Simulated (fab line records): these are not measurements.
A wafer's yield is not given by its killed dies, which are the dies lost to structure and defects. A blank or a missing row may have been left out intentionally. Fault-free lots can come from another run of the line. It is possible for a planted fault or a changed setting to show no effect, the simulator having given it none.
Matching of chambers + flow nandHarc + aldMetal-03 running NHARC_P_CONTACT_ALD_22: 4 sister chambers
The step deposits TiN, target thk 3 nm, pulse time 1 s, ald cycles 150. 4 wafers are shown with their chamber, then 7 later ones without.

## EACH WAFER AND ITS CHAMBER
| wafer  | chamber | heaterPowerW (W) |
|--------|---------|------------------|
| L082.4 | 2       | 1143             |
| L087.1 | 0       | 1189             |
| L089.3 | 1       | 934              |
| L089.4 | 3       | 1051             |

## WAFERS MISSING THEIR CHAMBER
| wafer  | heaterPowerW (W) |
|--------|------------------|
| L089.6 | 918              |
| L092.1 | 1036             |
| L092.3 | 1115             |
| L092.4 | 913              |
| L094.3 | 1182             |
| L094.4 | 1077             |
| L094.5 | 1178             |

## WHICH CHAMBER EACH ONE RAN IN
| wafer  | from the rows above     | in truth |
|--------|-------------------------|----------|
| L089.6 | 1                       | 1        |
| L092.1 | 3                       | 3        |
| L092.3 | can't be placed: 2 or 3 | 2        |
| L092.4 | 1                       | 1        |
| L094.3 | can't be placed: 0 or 2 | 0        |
| L094.4 | 3                       | 3        |
| L094.5 | can't be placed: 0 or 2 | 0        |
Correctly placed: 4 of 7. Cannot be placed on the basis of these rows: 3; the candidates contain the true chamber in 3. Placed wrongly: 0.
How it was worked out, from the rows above alone: a wafer's distance from a chamber is the root of the sum, over the readings, of the square of ((its reading less the chamber's mean) divided by the reading's scatter). The wafer belongs to the nearest chamber; if the next one is less than 2 further off, it can't be placed. The mean given for a chamber averages the wafers shown for that chamber. The scatter: root of mean squared gap, hidden wafer to nearest shown wafer, with one shown wafer a chamber.
